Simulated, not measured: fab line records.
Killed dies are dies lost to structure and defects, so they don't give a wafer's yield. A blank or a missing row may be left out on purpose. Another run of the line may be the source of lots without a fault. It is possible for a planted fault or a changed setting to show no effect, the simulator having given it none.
What tool caused it? | flow n5-finfet | 29 wafers from 10 lots sampled at 5 of the route's 1938 steps

== WHAT THE GAUGES READ, wafer by wafer ==
N5_BEOL_M0_SAQP_CD_MEAS_29: target cd 14.4 nm. Usual: cd-nm at 15.09 nm, with a standard deviation of 0.26.
lot  | measured     | on        | cd-nm (nm)        | flag
L809 | day 6 23:34  | cd-sem-03 | 15.53 15.23 15.46 |
L811 | day 6 23:58  | cd-sem-03 | 14.91 15.40 15.20 |
L810 | day 7 00:02  | cd-sem-01 | 15.51 15.09 15.49 |
L814 | day 7 12:18  | cd-sem-03 | 15.21 14.74 15.16 |
L822 | day 9 18:26  | cd-sem-03 | 15.28 14.79 15.17 |
L823 | day 9 20:27  | cd-sem-02 | 15.32 15.27 15.27 |
L826 | day 10 14:13 | cd-sem-02 | 14.88 15.00 15.27 |
L827 | day 10 20:20 | cd-sem-02 | 14.87 15.14 14.48 |
L828 | day 11 02:07 | cd-sem-03 | 15.05 15.62 14.86 |
L829 | day 11 03:14 | cd-sem-01 | 14.95 15.22       |

N5_BEOL_M0_SAQP_OVL_MEAS_41. Usual: M0_CUT1_OVL gives 0.2 nm (standard deviation 0.6).
lot  | measured     | on         | M0_CUT1_OVL (nm) | flag
L809 | day 7 00:02  | overlay-01 | 0.8 0.6 0.2      |
L811 | day 7 00:18  | overlay-02 | 0.2 0.7 1.0      |
L810 | day 7 00:24  | overlay-02 | 0.0 1.0 0.6      |
L814 | day 7 12:46  | overlay-02 | 0.5 0.9 1.0      |
L822 | day 9 18:47  | overlay-01 | 0.6 0.1 0.9      |
L823 | day 9 20:47  | overlay-01 | -0.3 -0.4 0.1    |
L826 | day 10 14:33 | overlay-01 | -0.1 0.6 -0.1    |
L827 | day 10 20:49 | overlay-02 | -0.2 0.7 1.2     |
L828 | day 11 02:34 | overlay-02 | -0.1 1.3 0.0     |
L829 | day 11 03:43 | overlay-02 | 0.0 0.9          |

N5_BEOL_M4_RC_MEAS_101. Usual: DIBL_N 36.6 mV/V, standard deviation 2.1; DIBL_P 36.5 mV/V, standard deviation 2.7; IOFF_N 0.17 nA/um, standard deviation 0.043; IOFF_P 0.22 nA/um, standard deviation 0.045; ION_N 674 uA/um, standard deviation 17; ION_P 461 uA/um, standard deviation 9.9; SS_N 71.7 mV/dec, standard deviation 0.79; SS_P 73.4 mV/dec, standard deviation 0.79; VT_N 249 mV, standard deviation 4; VT_P -250 mV, standard deviation 3.3.
lot  | measured     | on        | DIBL_N (mV/V)  | DIBL_P (mV/V)  | IOFF_N (nA/um) | IOFF_P (nA/um) | ION_N (uA/um) | ION_P (uA/um) | SS_N (mV/dec)  | SS_P (mV/dec)  | VT_N (mV)   | VT_P (mV)      | flag
L809 | day 9 02:56  | prober-02 | 40.5 37.7 38.3 | 39.4 35.1 37.4 | 0.23 0.17 0.20 | 0.26 0.19 0.23 | 695 676 693   | 463 454 464   | 73.2 72.8 72.4 | 74.4 73.9 73.9 | 247 250 248 | -250 -254 -248 |
L811 | day 9 02:46  | prober-01 | 39.7 36.1 35.1 | 39.8 32.2 33.3 | 0.19 0.13 0.12 | 0.27 0.15 0.17 | 657 644 645   | 452 439 449   | 71.8 70.9 70.6 | 75.0 72.2 72.6 | 249 254 254 | -248 -255 -255 |
L810 | day 9 08:06  | prober-02 | 34.9 35.6 36.0 | 34.8 34.2 34.3 | 0.16 0.17 0.17 | 0.26 0.25 0.25 | 695 653 679   | 487 460 465   | 71.3 71.6 71.9 | 72.6 73.1 73.2 | 249 250 248 | -244 -245 -246 |
L814 | day 9 17:14  | prober-01 | 35.3 32.8 32.1 | 37.4 33.5 33.0 | 0.13 0.10 0.10 | 0.21 0.16 0.15 | 659 664 662   | 456 462 459   | 71.8 70.7 71.0 | 73.9 72.6 72.1 | 252 256 257 | -251 -254 -254 |
L822 | day 12 05:59 | prober-01 | 39.8 36.4 31.1 | 41.0 36.3 30.7 | 0.22 0.14 0.09 | 0.27 0.19 0.13 | 696 658 644   | 465 452 447   | 72.8 71.2 69.8 | 74.6 72.9 72.0 | 245 255 257 | -246 -252 -255 |
L823 | day 12 10:00 | prober-02 | 37.2 39.3 35.4 | 38.4 40.1 35.7 | 0.15 0.21 0.14 | 0.22 0.26 0.18 | 660 677 668   | 455 462 460   | 72.0 72.3 71.1 | 73.3 73.8 72.7 | 252 245 248 | -249 -247 -250 |
L826 | day 12 18:49 | prober-01 | 37.2 36.0 37.9 | 37.7 36.6 38.2 | 0.18 0.17 0.19 | 0.24 0.23 0.24 | 699 678 664   | 478 465 456   | 72.0 71.1 72.0 | 73.5 73.3 73.2 | 247 246 245 | -246 -247 -249 |
L827 | day 12 20:22 | prober-02 | 35.6 35.8 37.1 | 35.6 36.1 37.1 | 0.15 0.16 0.19 | 0.19 0.19 0.22 | 665 681 673   | 447 456 449   | 71.4 71.3 72.3 | 73.5 73.6 73.9 | 252 250 246 | -254 -254 -253 |
L828 | day 14 02:22 | prober-02 | 36.5 40.9 36.9 | 38.2 43.3 38.2 | 0.16 0.30 0.18 | 0.23 0.37 0.23 | 661 712 682   | 455 483 462   | 71.5 72.4 71.4 | 74.0 75.4 74.2 | 251 240 247 | -251 -245 -251 |
L829 | day 15 04:58 | prober-02 | 34.8 33.9      | 32.7 32.3      | 0.12 0.10      | 0.14 0.14      | 672 645       | 456 446       | 70.9 70.4      | 72.0 72.4      | 254 257     | -254 -256      |

== WHAT TOOL EACH LOT RAN ON (gives the tool, then ch and the chambers of the sampled wafers, and finally the start) ==
lot  | N5_BEOL_M0_SAQP_SPACER2_ETCHBACK_27 | N5_BEOL_M0_SAQP_ALD_48
L809 | rie-diel-05 ch 1,2,3, day 6 23:22   | ald-sin-04 ch 1,2, day 7 01:01
L811 | rie-diel-02 ch 0,1, day 6 23:46     | ald-sin-04 ch 1,3, day 7 01:41
L810 | rie-diel-02 ch 1,2, day 6 23:50     | ald-sin-03 ch 0,1,2, day 7 01:59
L814 | rie-diel-02 ch 1,3, day 7 12:07     | ald-sin-04 ch 0,2,3, day 7 13:08
L822 | rie-diel-04 ch 0,2,3, day 9 18:14   | ald-sin-03 ch 1,2, day 9 19:11
L823 | rie-diel-02 ch 1,3, day 9 20:15     | ald-sin-02 ch 0,1,3, day 9 21:10
L826 | rie-diel-02 ch 0,3, day 10 14:01    | ald-sin-04 ch 0,2, day 10 14:56
L827 | rie-diel-05 ch 0,1, day 10 20:08    | ald-sin-04 ch 0,1,2, day 10 21:37
L828 | rie-diel-04 ch 0,1,2, day 11 01:54  | ald-sin-03 ch 1,2,3, day 11 03:01
L829 | rie-diel-02 ch 0,3, day 11 03:02    | ald-sin-03 ch 1,3, day 11 04:05
- N5_BEOL_M0_SAQP_SPACER2_ETCHBACK_27: etches SiO2 in CHF3/O2, target depth 22.5 nm, time 11.25 s.
- N5_BEOL_M0_SAQP_ALD_48: deposits SiO2, target thk 20 nm, pulse time 1 s, co reactant pulse time 1 s.

== AS READ BY THE TOOLS THEMSELVES (means over the sampled wafers that have a number; for cases with no such wafer, the mark the record gives instead) ==
N5_BEOL_M0_SAQP_SPACER2_ETCHBACK_27. Usual: drypump-motor-current-A 5.6 A, standard deviation 0.42; oes-product-au 0.79 a.u., standard deviation 0.1; rf-vpp-V 526 V, standard deviation 14; showerhead-plenum-p-Torr 2.44 Torr, standard deviation 0.078; throttle-valve-pct 18.9 %, standard deviation 0.31.
lot  | tool        | drypump-motor-current-A (A) | oes-product-au (a.u.) | rf-vpp-V (V) | showerhead-plenum-p-Torr (Torr) | throttle-valve-pct (%) | flag
L809 | rie-diel-05 | 5.5                         | 0.79                  | 516          | 2.36                            | 18.8                   |
L811 | rie-diel-02 | 5.9                         | 0.73                  | 525          | 2.47                            | 19.1                   |
L810 | rie-diel-02 | 5.8                         | 0.71                  | 515          | 2.43                            | 19.3                   |
L814 | rie-diel-02 | 5.6                         | 0.85                  | 525          | 2.53                            | 18.8                   |
L822 | rie-diel-04 | 5.0                         | 0.87                  | 527          | 2.49                            | 18.6                   |
L823 | rie-diel-02 | 5.6                         | 0.82                  | 526          | 2.52                            | 18.8                   |
L826 | rie-diel-02 | 5.8                         | 0.77                  | 534          | 2.44                            | 18.9                   |
L827 | rie-diel-05 | 5.8                         | 0.68                  | 528          | 2.40                            | 19.0                   |
L828 | rie-diel-04 | 5.5                         | 0.80                  | 530          | 2.43                            | 18.9                   |
L829 | rie-diel-02 | 5.7                         | 0.79                  | 532          | 2.46                            | 18.9                   |

N5_BEOL_M0_SAQP_ALD_48. Usual: heater-power-w 81 W, standard deviation 6.2; precursor-pulse-height-rel 1.001, standard deviation 0.02.
lot  | tool       | heater-power-w (W) | precursor-pulse-height-rel | flag
L809 | ald-sin-04 | 81                 | 0.996                      |
L811 | ald-sin-04 | 81                 | 1.025                      |
L810 | ald-sin-03 | 82                 | 1.014                      |
L814 | ald-sin-04 | 84                 | 1.000                      |
L822 | ald-sin-03 | 76                 | 0.984                      |
L823 | ald-sin-02 | 80                 | 1.019                      |
L826 | ald-sin-04 | 83                 | 0.995                      |
L827 | ald-sin-04 | 80                 | 0.986                      |
L828 | ald-sin-03 | 78                 | 0.999                      |
L829 | ald-sin-03 | 74                 | 0.986                      |

== THE ANSWER, worked out from the rows above alone ==
Rule: lot off if the mean of its wafers having a number is beyond 3 standard deviations from the usual mean. Also off: a lot with no number at a reading for which 4 or more lots have one. The other lots that the step has rows for count as sound. Order of review: gauges by route order, followed by the tools' own readings, for which a lot's mean as printed above is used. At the first step where some lot is off, the reading lying furthest off is the one used; lots without a number count as furthest.
Across all readings shown, no lot is off: no conclusion can be drawn from this.

== WHAT THE SIMULATOR HAD INSERTED ==
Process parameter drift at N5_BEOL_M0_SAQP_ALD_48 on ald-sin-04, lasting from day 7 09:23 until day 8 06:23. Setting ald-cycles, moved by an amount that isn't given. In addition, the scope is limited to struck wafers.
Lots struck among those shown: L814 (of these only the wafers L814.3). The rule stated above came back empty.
